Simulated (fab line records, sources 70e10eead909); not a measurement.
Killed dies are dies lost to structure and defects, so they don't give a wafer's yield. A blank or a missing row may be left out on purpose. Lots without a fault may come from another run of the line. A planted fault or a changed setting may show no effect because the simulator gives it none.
Chamber matching | flow nand_harc | NHARC_A_DECK1_JOINT_DEP_16 on pecvd-02: 3 sister chambers
The step deposits SiO2, target thk 45 nm. 6 wafers are shown with their chamber, then 8 later ones without.

WAFERS WITH THEIR CHAMBER
wafer  | chamber | heater_power_w (W) | throttle_valve_pct (%)
L430.6 | 1       | 430                | 15.7
L436.6 | 1       | 521                | 16.0
L442.2 | 0       | 618                | 15.7
L442.5 | 2       | 467                | 16.1
L442.6 | 0       | 612                | 16.0
L444.2 | 2       | 474                | 16.2

WAFERS WITHOUT THEIR CHAMBER
wafer  | heater_power_w (W) | throttle_valve_pct (%)
L444.4 | 477                | 16.1
L444.5 | 533                | 16.1
L448.1 | 533                | 16.3
L448.2 | 417                | 16.3
L448.4 | 431                | 16.3
L449.1 | 522                | 16.5
L449.3 | 608                | 16.3
L449.5 | 605                | 16.3

WHICH CHAMBER EACH WENT THROUGH
wafer  | from the rows above          | in truth
L444.4 | can't be placed: 2 or 1      | 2
L444.5 | can't be placed: 2 or 1 or 0 | 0
L448.1 | can't be placed: 2 or 1 or 0 | 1
L448.2 | can't be placed: 2 or 1      | 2
L448.4 | can't be placed: 2 or 1      | 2
L449.1 | can't be placed: 2 or 1      | 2
L449.3 | can't be placed: 0 or 2 or 1 | 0
L449.5 | can't be placed: 0 or 2 or 1 | 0
Placed correctly: 0 of 8. Can't be placed from these rows: 8 (the true chamber is among the candidates in 8). Placed wrongly: 0.
How it was worked out, from the rows above alone: a wafer's distance from a chamber is the root of the sum, over the readings, of the square of ((its reading less the chamber's mean) divided by the reading's scatter). The wafer belongs to the nearest chamber; if the next one is less than 2 further off, it can't be placed. A chamber's mean is the mean of its shown wafers. The scatter: the root of (the sum of the squares of (reading less its chamber's mean) over the shown wafers, divided by (wafers less chambers)).
